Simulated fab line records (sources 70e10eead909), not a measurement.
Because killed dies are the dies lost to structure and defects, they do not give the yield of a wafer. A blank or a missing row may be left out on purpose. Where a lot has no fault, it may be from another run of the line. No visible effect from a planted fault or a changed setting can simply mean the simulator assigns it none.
Which tool is to blame? ; flow nandHarc ; Sampling: 14 lots, 42 wafers, 5 of 1302 route steps

WHAT THE GAUGES READ, wafer by wafer
NHARC_A_M0_CD_MEAS_16. Usual: cdNm reads 80.1 nm (standard deviation 0.88).
lot;measured;on;cdNm (nm);flag
L268;day 22 04:58;cdSem-02;80.0 80.8 80.1;
L271;day 23 10:08;cdSem-02;79.9 80.3 79.6;
L273;day 24 18:55;cdSem-02;79.9 79.9 80.8;
L275;day 25 17:37;cdSem-03;79.9 81.5 80.4;
L274;day 25 23:48;cdSem-02;82.1 80.7 80.6;
L279;day 26 23:00;cdSem-03;80.0 79.8 79.9;
L281;day 28 18:35;cdSem-02;81.1 79.1 80.5;
L284;day 28 21:56;cdSem-03;80.8 80.3 80.0;
L285;day 29 23:46;cdSem-02;79.6 79.5 79.6;
L287;day 30 10:49;cdSem-01;79.8 80.3 78.7;
L288;day 30 17:26;cdSem-01;79.1 80.5 79.8;
L286;day 30 17:43;cdSem-01;79.0 79.4 81.5;
L289;day 31 03:14;cdSem-01;80.0 80.2 79.8;
L291;day 31 19:16;cdSem-03;79.4 78.2 78.9;

NHARC_END_SORT_01. Usual: defectLimitedYield 91.1 % (standard deviation 2.9); killedAtArray 55 (standard deviation 20); killedAtOther 1.1 (standard deviation 1.2); killedAtPeriphery 3.8 (standard deviation 2.8); killedDies 60 (standard deviation 19); killedOpen 3.4 (standard deviation 1.9); killedShort 2.2 (standard deviation 1.5).
lot;measured;on;defectLimitedYield (%);killedAtArray;killedAtOther;killedAtPeriphery;killedDies;killedOpen;killedShort;flag
L275;day 27 10:55;prober-02;0 0 0;671 672 674;6 3 1;0 2 2;677 677 677;5 3 7;2 3 2;OFF

TOOL THAT RAN EACH LOT (tool first, then ch and the chambers of the sampled wafers, then the start)
lot;NHARC_A_BLC_CMP_25;NHARC_A_M0_PRE_CLEAN_29;NHARC_A_M0_PVD_21
L268;cmp-01 ch 1,2,3, day 22 03:13;pvdSputter-02, day 22 05:50 or earlier;pvdSputter-02, day 22 05:50
L271;cmp-03 ch 0,1,3, day 23 08:26;pvdSputter-03, day 23 11:04 or earlier;pvdSputter-03, day 23 11:04
L273;cmp-04 ch 1,2,3, day 24 16:44;pvdSputter-02, day 24 19:47 or earlier;pvdSputter-02, day 24 19:47
L275;cmp-03 ch 0,2,3, day 25 15:50;pvdSputter-02, day 25 18:27 or earlier;pvdSputter-02, day 25 18:27
L274;cmp-03 ch 0,1, day 25 22:08;pvdSputter-02, day 26 00:38 or earlier;pvdSputter-02, day 26 00:38
L279;cmp-04 ch 0,1,3, day 26 21:11;pvdSputter-02, day 26 23:55 or earlier;pvdSputter-02, day 26 23:55
L281;cmp-04 ch 0,1,3, day 28 16:50;pvdSputter-03, day 28 19:27 or earlier;pvdSputter-03, day 28 19:27
L284;cmp-03 ch 2,3, day 28 20:04;pvdSputter-03, day 28 22:47 or earlier;pvdSputter-03, day 28 22:47
L285;cmp-03 ch 0,1,2, day 29 22:10;pvdSputter-02, day 30 00:37 or earlier;pvdSputter-02, day 30 00:37
L287;cmp-03 ch 0,1,3, day 30 09:10;pvdSputter-01, day 30 11:39 or earlier;pvdSputter-01, day 30 11:39
L288;cmp-01 ch 0,1,3, day 30 15:46;pvdSputter-02, day 30 18:16 or earlier;pvdSputter-02, day 30 18:16
L286;cmp-04 ch 0,1,2, day 30 16:01;pvdSputter-03, day 30 18:34 or earlier;pvdSputter-03, day 30 18:34
L289;cmp-04 ch 0,3, day 31 01:25;pvdSputter-01, day 31 04:06 or earlier;pvdSputter-01, day 31 04:06
L291;cmp-04 ch 1,2, day 31 17:28;pvdSputter-01, day 31 20:07 or earlier;pvdSputter-01, day 31 20:07
- NHARC_A_BLC_CMP_25: polishes, t overpolish 30 s, target thk 150 nm.
- NHARC_A_M0_PRE_CLEAN_29: time 30 s.
- NHARC_A_M0_PVD_21: deposits Cu, target thk 30 nm, time 20.49 s.

AS READ BY THE TOOLS THEMSELVES (means over the sampled wafers that have a number; for cases with no such wafer, the mark the record gives instead)
NHARC_A_BLC_CMP_25. Usual: motorCurrentA 11.8 A, standard deviation 1.2; overpolishRunS 30.000 s, standard deviation 0.0093; slurryFilterDpKPa 13.51 kPa, standard deviation 0.13; timeToEndpointS 30.9 s, standard deviation 2.6.
lot;tool;motorCurrentA (A);overpolishRunS (s);slurryFilterDpKPa (kPa);timeToEndpointS (s);flag
L268;cmp-01;10.8;30.004;13.57;29.2;
L271;cmp-03;12.1;29.998;13.48;29.4;
L273;cmp-04;12.5;30.006;13.42;31.6;
L275;cmp-03;11.8;29.999;13.58;31.3;
L274;cmp-03;11.7;30.011;13.51;28.3;
L279;cmp-04;13.1;30.007;13.50;32.0;
L281;cmp-04;12.8;30.002;13.29;31.0;
L284;cmp-03;12.0;30.005;13.52;31.4;
L285;cmp-03;11.5;30.002;13.44;28.2;
L287;cmp-03;12.2;29.992;13.53;29.3;
L288;cmp-01;10.5;30.004;13.49;30.6;
L286;cmp-04;11.7;30.004;13.47;32.7;
L289;cmp-04;13.1;29.997;13.54;32.8;
L291;cmp-04;11.1;30.005;13.67;27.7;

NHARC_A_M0_PRE_CLEAN_29. Usual: heaterPowerW reads 399 W (standard deviation 34).
lot;tool;heaterPowerW (W);flag
L268;pvdSputter-02;369;
L271;pvdSputter-03;398;
L273;pvdSputter-02;404;
L275;pvdSputter-02;369;
L274;pvdSputter-02;372;
L279;pvdSputter-02;378;
L281;pvdSputter-03;422;
L284;pvdSputter-03;413;
L285;pvdSputter-02;375;
L287;pvdSputter-01;434;
L288;pvdSputter-02;386;
L286;pvdSputter-03;408;
L289;pvdSputter-01;416;
L291;pvdSputter-01;433;

NHARC_A_M0_PVD_21. Usual: cathodeDcPowerW 5000.0 W, standard deviation 0.94; chamberPressurePa 5.000 Pa, standard deviation 0.0097; throttleValvePct 30.0 %, standard deviation 0.91.
lot;tool;cathodeDcPowerW (W);chamberPressurePa (Pa);throttleValvePct (%);flag
L268;pvdSputter-02;4999.9;4.992;29.9;
L271;pvdSputter-03;5000.5;5.006;29.9;
L273;pvdSputter-02;-;-;-;OFF
L275;pvdSputter-02;-;-;-;OFF
L274;pvdSputter-02;5000.0;4.993;28.9;
L279;pvdSputter-02;5000.1;4.991;30.7;
L281;pvdSputter-03;5000.7;4.995;29.7;
L284;pvdSputter-03;4999.9;4.998;30.2;
L285;pvdSputter-02;5000.5;4.998;31.0;
L287;pvdSputter-01;4999.3;5.000;29.8;
L288;pvdSputter-02;4999.8;5.008;30.3;
L286;pvdSputter-03;5000.2;4.999;29.5;
L289;pvdSputter-01;4999.6;4.992;30.0;
L291;pvdSputter-01;4999.9;5.005;30.0;

THE ANSWER, worked out from the rows above alone
Rule: take the mean of a lot's wafers that have a number; if it is more than 3 standard deviations from the usual mean, the lot is off. Also off: a lot with no number at a reading for which 4 or more lots have one. All remaining lots with rows at the step are treated as sound. The gauges are gone through in route order, then the tools' own readings, and for those a lot's mean is taken as printed above. The first step at which some lot is off is used, and at that step the reading that is off furthest; a lot without a number counts as furthest.
Off: L275, at NHARC_END_SORT_01 (killedDies). Neither off nor sound, because the step has no rows for them: L268, L271, L273, L274, L279, L281, L284, L285, L287, L288, L286, L289, L291.
A tool fits if, at a process step before that reading, it ran every lot that is off, and no sound lot after the first of them. The gauges at NHARC_END_SORT_01 aren't tried: what is off there is off at NHARC_A_M0_PVD_21 too, on other tools, and a gauge's error can't cause that. Because NHARC_A_M0_PRE_CLEAN_29 lacks a start for some lots, the hours and order of its lots are taken from NHARC_A_M0_PVD_21. 2 tools fit, cmp-03 at NHARC_A_BLC_CMP_25 and pvdSputter-02 at NHARC_A_M0_PRE_CLEAN_29 and NHARC_A_M0_PVD_21, so this cannot tell which one it is.

WHAT THE SIMULATOR HAD INSERTED
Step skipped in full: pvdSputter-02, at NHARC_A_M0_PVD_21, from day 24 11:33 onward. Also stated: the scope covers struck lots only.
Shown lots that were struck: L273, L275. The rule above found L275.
